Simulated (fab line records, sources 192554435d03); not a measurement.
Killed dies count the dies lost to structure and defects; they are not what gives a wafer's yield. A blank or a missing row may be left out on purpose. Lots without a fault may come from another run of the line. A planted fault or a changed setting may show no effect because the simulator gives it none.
Which tool is to blame? | flow n5Finfet | 72 wafers from 24 lots sampled at 6 of the route's 1938 steps

## WHAT EACH GAUGE READ, for each wafer
N5_BEOL_M3_CD_MEAS_28: target cd 25.7 nm, target cd y 23.3 nm. Usual: cdNm at 25.68 nm, with a standard deviation of 0.22.
lot  | measured     | on       | cdNm (nm)         | flag
L074 | day 7 01:13  | cdSem-03 | 25.63 25.44 25.56 | 
L075 | day 7 05:29  | cdSem-01 | 25.41 25.85 25.38 | 
L076 | day 7 11:47  | cdSem-03 | 25.76 25.32 25.51 | 
L077 | day 7 18:21  | cdSem-03 | 26.05 25.71 25.51 | 
L078 | day 8 05:32  | cdSem-01 | 25.96 25.68 25.89 | 
L079 | day 8 05:50  | cdSem-01 | 25.13 25.69 25.61 | 
L080 | day 8 13:41  | cdSem-03 | 25.39 25.45 25.48 | 
L081 | day 8 23:30  | cdSem-03 | 25.57 26.02 26.07 | 
L082 | day 9 06:33  | cdSem-03 | 25.72 25.55 25.85 | 
L083 | day 9 08:05  | cdSem-02 | 25.55 25.79 25.94 | 
L084 | day 9 18:12  | cdSem-02 | 25.68 25.89 25.47 | 
L085 | day 9 23:34  | cdSem-01 | 25.61 25.57 25.76 | 
L086 | day 10 05:41 | cdSem-03 | 26.03 25.86 26.02 | 
L087 | day 10 06:24 | cdSem-03 | 25.95 25.73 25.54 | 
L089 | day 10 19:09 | cdSem-01 | 25.85 25.37 25.36 | 
L088 | day 11 00:47 | cdSem-02 | 25.83 25.94 25.82 | 
L090 | day 11 00:59 | cdSem-03 | 25.52 25.51 25.30 | 
L093 | day 11 17:25 | cdSem-02 | 25.55 25.90 25.62 | 
L091 | day 11 22:07 | cdSem-02 | 26.10 25.28 25.81 | 
L092 | day 11 22:28 | cdSem-03 | 25.72 25.59 25.35 | 
L094 | day 12 00:16 | cdSem-02 | 25.71 25.69 25.82 | 
L095 | day 12 04:02 | cdSem-03 | 25.49 25.53 25.41 | 
L096 | day 12 18:25 | cdSem-03 | 25.92 25.86 25.52 | 
L097 | day 13 16:30 | cdSem-03 | 25.78 25.60 25.51 | 

N5_BEOL_M3_RS_MEAS_58: a four-point-probe measurement. Usual: for M3_RS the level is 0.66 ohm/sq and the standard deviation is 0.031.
lot  | measured     | on           | M3_RS (ohm/sq) | flag
L074 | day 7 09:14  | filmMetro-01 | 0.69 0.65 0.67 | 
L075 | day 7 13:30  | filmMetro-02 | 0.62 0.63 0.63 | 
L076 | day 7 23:10  | filmMetro-01 | 0.69 0.67 0.66 | 
L077 | day 8 02:52  | filmMetro-02 | 0.68 0.68 0.68 | 
L078 | day 8 14:19  | filmMetro-01 | 0.70 0.70 0.69 | 
L079 | day 8 14:49  | filmMetro-01 | 0.65 0.64 0.64 | 
L080 | day 8 21:43  | filmMetro-01 | 0.67 0.67 0.68 | 
L081 | day 9 07:17  | filmMetro-02 | 0.78 0.74 0.66 | 
L082 | day 9 15:04  | filmMetro-01 | 0.67 0.66 0.65 | 
L083 | day 9 15:35  | filmMetro-01 | 0.66 0.64 0.63 | 
L084 | day 10 02:35 | filmMetro-01 | 0.72 0.65 0.64 | 
L085 | day 10 07:30 | filmMetro-02 | 0.69 0.67 0.66 | 
L086 | day 10 12:52 | filmMetro-01 | 0.70 0.67 0.63 | 
L087 | day 10 16:53 | filmMetro-02 | 0.67 0.62 0.63 | 
L089 | day 11 00:31 | filmMetro-02 | 0.67 0.65 0.62 | 
L088 | day 11 06:40 | filmMetro-02 | 0.71 0.65 0.66 | 
L090 | day 11 07:04 | filmMetro-01 | 0.66 0.64 0.62 | 
L093 | day 12 02:04 | filmMetro-01 | 0.67 0.64 0.64 | 
L091 | day 12 03:14 | filmMetro-01 | 0.64 0.61 0.63 | 
L092 | day 12 04:49 | filmMetro-01 | 0.69 0.67 0.62 | 
L094 | day 12 05:38 | filmMetro-02 | 0.62 0.65 0.63 | 
L095 | day 12 11:43 | filmMetro-01 | 0.69 0.64 0.65 | 
L096 | day 13 02:35 | filmMetro-02 | 0.69 0.66 0.68 | 
L097 | day 13 21:59 | filmMetro-02 | 0.69 0.68 0.70 | 

## WHICH TOOL RAN EACH LOT (tool, then ch and the chambers of the sampled wafers, then the start)
lot  | N5_BEOL_M3_DESCUM_33              | N5_BEOL_M3_ETCH_77                | N5_BEOL_M3_SURFACE_TREAT_85 | N5_BEOL_M3_ANNEAL_91
L074 | rieDiel-03 ch 1,2,3, day 7 01:31  | rieDiel-03 ch 1,2,3, day 7 01:33  | pvdSputter-03, day 7 04:38  | pvdSputter-01, day 7 06:02
L075 | rieDiel-03 ch 2,3, day 7 05:36    | rieDiel-03 ch 2,3, day 7 05:38    | pvdSputter-02, day 7 07:44  | pvdSputter-03, day 7 09:09
L076 | rieDiel-03 ch 0,2,3, day 7 11:55  | rieDiel-03 ch 0,2,3, day 7 11:57  | pvdSputter-02, day 7 16:16  | pvdSputter-02, day 7 17:47
L077 | rieDiel-04 ch 1,2,3, day 7 18:35  | rieDiel-04 ch 1,2,3, day 7 18:37  | pvdSputter-03, day 7 20:11  | pvdSputter-02, day 7 21:35
L078 | rieDiel-04 ch 1,3, day 8 05:40    | rieDiel-04 ch 1,3, day 8 05:42    | pvdSputter-01, day 8 08:41  | pvdSputter-01, day 8 10:05
L079 | rieDiel-04 ch 0,3, day 8 06:07    | rieDiel-04 ch 0,3, day 8 06:09    | pvdSputter-01, day 8 08:49  | pvdSputter-03, day 8 10:19
L080 | rieDiel-02 ch 0,1,2, day 8 13:49  | rieDiel-02 ch 0,1,2, day 8 13:50  | pvdSputter-03, day 8 15:08  | pvdSputter-03, day 8 16:33
L081 | rieDiel-03 ch 0,3, day 8 23:37    | rieDiel-03 ch 0,3, day 8 23:39    | pvdSputter-03, day 9 01:10  | pvdSputter-01, day 9 02:38
L082 | rieDiel-04 ch 0,1,3, day 9 06:40  | rieDiel-04 ch 0,1,3, day 9 06:43  | pvdSputter-03, day 9 08:01  | pvdSputter-03, day 9 09:32
L083 | rieDiel-02 ch 0,1,2, day 9 08:13  | rieDiel-02 ch 0,1,2, day 9 08:14  | pvdSputter-02, day 9 09:57  | pvdSputter-03, day 9 11:35
L084 | rieDiel-03 ch 1,2, day 9 18:19    | rieDiel-03 ch 1,2, day 9 18:22    | pvdSputter-01, day 9 19:49  | pvdSputter-01, day 9 21:13
L085 | rieDiel-04 ch 0,1, day 9 23:41    | rieDiel-04 ch 0,1, day 9 23:43    | pvdSputter-03, day 10 01:24 | pvdSputter-01, day 10 03:17
L086 | rieDiel-04 ch 0,1,3, day 10 06:07 | rieDiel-04 ch 0,1,3, day 10 06:08 | pvdSputter-03, day 10 09:20 | pvdSputter-03, day 10 10:58
L087 | rieDiel-04 ch 0,2,3, day 10 06:31 | rieDiel-04 ch 0,2,3, day 10 06:34 | pvdSputter-02, day 10 11:59 | pvdSputter-03, day 10 13:26
L089 | rieDiel-03 ch 0,1,3, day 10 19:18 | rieDiel-03 ch 0,1,3, day 10 19:20 | pvdSputter-02, day 10 21:05 | pvdSputter-03, day 10 22:54
L088 | rieDiel-03 ch 0,1,3, day 11 00:55 | rieDiel-03 ch 0,1,3, day 11 00:56 | pvdSputter-01, day 11 03:38 | pvdSputter-01, day 11 05:02
L090 | rieDiel-02 ch 0,2,3, day 11 01:06 | rieDiel-02 ch 0,2,3, day 11 01:08 | pvdSputter-02, day 11 03:50 | pvdSputter-02, day 11 05:26
L093 | rieDiel-02 ch 1,2,3, day 11 17:34 | rieDiel-02 ch 1,2,3, day 11 17:35 | pvdSputter-03, day 11 19:56 | pvdSputter-02, day 11 21:24
L091 | rieDiel-02 ch 2,3, day 11 22:22   | rieDiel-02 ch 2,3, day 11 22:24   | pvdSputter-02, day 11 23:36 | pvdSputter-03, day 12 01:04
L092 | rieDiel-04 ch 0,1,2, day 11 23:02 | rieDiel-04 ch 0,1,2, day 11 23:04 | pvdSputter-03, day 12 01:43 | pvdSputter-03, day 12 03:11
L094 | rieDiel-03 ch 2,3, day 12 00:24   | rieDiel-03 ch 2,3, day 12 00:26   | pvdSputter-02, day 12 02:35 | pvdSputter-02, day 12 03:59
L095 | rieDiel-02 ch 0,1,2, day 12 04:10 | rieDiel-02 ch 0,1,2, day 12 04:11 | pvdSputter-02, day 12 08:22 | pvdSputter-02, day 12 10:03
L096 | rieDiel-04 ch 1,3, day 12 19:26   | rieDiel-04 ch 1,3, day 12 19:28   | pvdSputter-03, day 12 21:44 | pvdSputter-02, day 13 00:58
L097 | rieDiel-02 ch 1,3, day 13 16:37   | rieDiel-02 ch 1,3, day 13 16:39   | pvdSputter-01, day 13 18:43 | pvdSputter-02, day 13 20:20
- N5_BEOL_M3_DESCUM_33: chemistry O2, time 7 s.
- N5_BEOL_M3_ETCH_77: etches underlayer in N2/H2, target depth 6.5 nm, time 5.2 s.
- N5_BEOL_M3_SURFACE_TREAT_85
- N5_BEOL_M3_ANNEAL_91: time 240 s.

## AS READ BY THE TOOLS THEMSELVES (means over the sampled wafers that have a number; for cases with no such wafer, the mark the record gives instead)
N5_BEOL_M3_DESCUM_33. Usual: drypumpMotorCurrentA 5.8 A, standard deviation 0.43; oesProductAu 0.78 a.u., standard deviation 0.091; rfVppV 242.7 V, standard deviation 1.4; showerheadPlenumPTorr 2.06 Torr, standard deviation 0.067; tempC 40.00 C, standard deviation 0.12; throttleValvePct 20.37 %, standard deviation 0.28.
lot  | tool       | drypumpMotorCurrentA (A) | oesProductAu (a.u.) | rfVppV (V) | showerheadPlenumPTorr (Torr) | tempC (C) | throttleValvePct (%) | flag
L074 | rieDiel-03 | 5.7                      | 0.74                | 243.2      | 2.06                         | 39.92     | 20.41                | 
L075 | rieDiel-03 | 6.2                      | 0.79                | 241.8      | 2.02                         | 40.00     | 20.39                | 
L076 | rieDiel-03 | 6.2                      | 0.77                | 241.0      | 2.01                         | 39.94     | 20.45                | 
L077 | rieDiel-04 | 5.9                      | 0.72                | 244.0      | 2.10                         | 39.95     | 20.49                | 
L078 | rieDiel-04 | 6.0                      | 0.75                | 244.0      | 2.14                         | 39.98     | 20.41                | 
L079 | rieDiel-04 | 5.7                      | 0.71                | 243.2      | 2.07                         | 39.96     | 20.69                | 
L080 | rieDiel-02 | 5.5                      | 0.83                | 242.7      | 2.03                         | 39.86     | 20.17                | 
L081 | rieDiel-03 | 6.1                      | 0.77                | 241.8      | 2.01                         | 40.02     | 20.54                | 
L082 | rieDiel-04 | 5.8                      | 0.72                | 244.2      | 2.11                         | 39.93     | 20.55                | 
L083 | rieDiel-02 | 5.5                      | 0.82                | 241.4      | 2.02                         | 40.06     | 20.19                | 
L084 | rieDiel-03 | 5.2                      | 0.89                | 243.6      | 2.09                         | 40.06     | 20.20                | 
L085 | rieDiel-04 | 5.9                      | 0.73                | 243.3      | 2.14                         | 40.01     | 20.46                | 
L086 | rieDiel-04 | 5.8                      | 0.72                | 243.3      | 2.10                         | 39.99     | 20.57                | 
L087 | rieDiel-04 | 5.7                      | 0.79                | 242.5      | 2.06                         | 39.89     | 20.55                | 
L089 | rieDiel-03 | 5.7                      | 0.82                | 242.0      | 2.05                         | 40.10     | 20.41                | 
L088 | rieDiel-03 | 5.7                      | 0.82                | 242.7      | 2.05                         | 39.98     | 20.40                | 
L090 | rieDiel-02 | 5.7                      | 0.86                | 243.5      | 2.09                         | 39.92     | 20.16                | 
L093 | rieDiel-02 | 5.7                      | 0.86                | 241.4      | 2.04                         | 39.93     | 19.94                | 
L091 | rieDiel-02 | 5.9                      | 0.90                | 243.6      | 2.11                         | 39.91     | 19.89                | 
L092 | rieDiel-04 | 5.8                      | 0.77                | 243.8      | 2.09                         | 40.02     | 20.45                | 
L094 | rieDiel-03 | 6.2                      | 0.74                | 241.4      | 2.00                         | 39.98     | 20.40                | 
L095 | rieDiel-02 | 5.5                      | 0.79                | 241.0      | 2.02                         | 40.11     | 20.22                | 
L096 | rieDiel-04 | 5.9                      | 0.72                | 243.1      | 2.09                         | 39.98     | 20.55                | 
L097 | rieDiel-02 | 6.1                      | 0.83                | 242.4      | 2.05                         | 40.15     | 19.91                | 

N5_BEOL_M3_ETCH_77. Usual: biasW is 150.0 W with standard deviation 0.46, drypumpMotorCurrentA is 5.8 A with standard deviation 0.43, etchRfOnTimeS is 5.20 s with standard deviation 0.094, oesProductAu is 0.66 a.u. with standard deviation 0.078, rfVppV is 522.9 V with standard deviation 2.6, showerheadPlenumPTorr is 2.50 Torr with standard deviation 0.083, and throttleValvePct is 17.82 % with standard deviation 0.28.
lot  | tool       | biasW (W) | drypumpMotorCurrentA (A) | etchRfOnTimeS (s) | oesProductAu (a.u.) | rfVppV (V) | showerheadPlenumPTorr (Torr) | throttleValvePct (%) | flag
L074 | rieDiel-03 | 150.3     | 5.7                      | 5.20              | 0.63                | 523.6      | 2.50                         | 17.89                | 
L075 | rieDiel-03 | 150.6     | 6.2                      | 5.23              | 0.66                | 521.6      | 2.45                         | 17.87                | 
L076 | rieDiel-03 | 149.9     | 6.2                      | 5.22              | 0.66                | 520.4      | 2.44                         | 17.87                | 
L077 | rieDiel-04 | 149.6     | 5.9                      | 5.33              | 0.61                | 524.1      | 2.56                         | 17.96                | 
L078 | rieDiel-04 | 149.8     | 6.0                      | 5.22              | 0.64                | 526.7      | 2.60                         | 17.87                | 
L079 | rieDiel-04 | 150.5     | 5.7                      | 5.14              | 0.61                | 524.0      | 2.52                         | 18.11                | 
L080 | rieDiel-02 | 150.0     | 5.5                      | 5.08              | 0.71                | 521.8      | 2.46                         | 17.59                | 
L081 | rieDiel-03 | 149.9     | 6.1                      | 5.21              | 0.65                | 521.3      | 2.43                         | 17.87                | 
L082 | rieDiel-04 | 150.5     | 5.8                      | 5.21              | 0.62                | 524.5      | 2.56                         | 18.01                | 
L083 | rieDiel-02 | 150.5     | 5.5                      | 5.13              | 0.70                | 521.4      | 2.46                         | 17.59                | 
L084 | rieDiel-03 | 150.1     | 5.2                      | 5.07              | 0.77                | 524.8      | 2.54                         | 17.66                | 
L085 | rieDiel-04 | 150.2     | 5.9                      | 5.25              | 0.62                | 525.2      | 2.60                         | 17.92                | 
L086 | rieDiel-04 | 150.2     | 5.8                      | 5.21              | 0.61                | 523.7      | 2.56                         | 18.02                | 
L087 | rieDiel-04 | 149.7     | 5.7                      | 5.20              | 0.67                | 522.4      | 2.50                         | 17.96                | 
L089 | rieDiel-03 | 149.5     | 5.7                      | 5.11              | 0.70                | 522.0      | 2.49                         | 17.77                | 
L088 | rieDiel-03 | 150.1     | 5.7                      | 5.12              | 0.70                | 522.4      | 2.49                         | 17.75                | 
L090 | rieDiel-02 | 149.6     | 5.7                      | 5.19              | 0.73                | 522.4      | 2.54                         | 17.60                | 
L093 | rieDiel-02 | 149.9     | 5.7                      | 5.11              | 0.73                | 521.0      | 2.47                         | 17.40                | 
L091 | rieDiel-02 | 150.0     | 5.9                      | 5.15              | 0.76                | 524.7      | 2.56                         | 17.41                | 
L092 | rieDiel-04 | 150.2     | 5.8                      | 5.28              | 0.66                | 524.4      | 2.55                         | 17.90                | 
L094 | rieDiel-03 | 149.6     | 6.2                      | 5.21              | 0.62                | 520.4      | 2.44                         | 17.95                | 
L095 | rieDiel-02 | 149.5     | 5.5                      | 5.15              | 0.67                | 522.0      | 2.45                         | 17.63                | 
L096 | rieDiel-04 | 149.9     | 5.9                      | 5.27              | 0.60                | 523.5      | 2.55                         | 18.04                | 
L097 | rieDiel-02 | 150.0     | 6.1                      | 5.18              | 0.71                | 522.3      | 2.51                         | 17.44                | 

N5_BEOL_M3_ANNEAL_91. Usual: heaterPowerW at 857 W, with a standard deviation of 84.
lot  | tool          | heaterPowerW (W) | flag
L074 | pvdSputter-01 | 849              | 
L075 | pvdSputter-03 | 780              | 
L076 | pvdSputter-02 | 826              | 
L077 | pvdSputter-02 | 893              | 
L078 | pvdSputter-01 | 846              | 
L079 | pvdSputter-03 | 784              | 
L080 | pvdSputter-03 | 778              | 
L081 | pvdSputter-01 | 885              | 
L082 | pvdSputter-03 | 823              | 
L083 | pvdSputter-03 | 831              | 
L084 | pvdSputter-01 | 868              | 
L085 | pvdSputter-01 | 882              | 
L086 | pvdSputter-03 | 819              | 
L087 | pvdSputter-03 | 821              | 
L089 | pvdSputter-03 | 787              | 
L088 | pvdSputter-01 | 896              | 
L090 | pvdSputter-02 | 859              | 
L093 | pvdSputter-02 | 937              | 
L091 | pvdSputter-03 | 782              | 
L092 | pvdSputter-03 | 821              | 
L094 | pvdSputter-02 | 968              | 
L095 | pvdSputter-02 | 946              | 
L096 | pvdSputter-02 | 911              | 
L097 | pvdSputter-02 | 831              | 

## THE ANSWER, worked out from the rows above alone
Rule: take the mean of a lot's wafers that have a number; if it is more than 3 standard deviations from the usual mean, the lot is off. A lot without any number at a reading at which 4 lots or more have one is off too. Any other lot the step has rows for is counted as sound. Order of review: gauges by route order, followed by the tools' own readings, for which a lot's mean as printed above is used. The first step at which some lot is off is used, and at that step the reading that is off furthest; a lot without a number counts as furthest.
No lot is off on any of the readings shown, so nothing can be concluded from this.

## WHAT WAS PUT IN BY THE SIMULATOR
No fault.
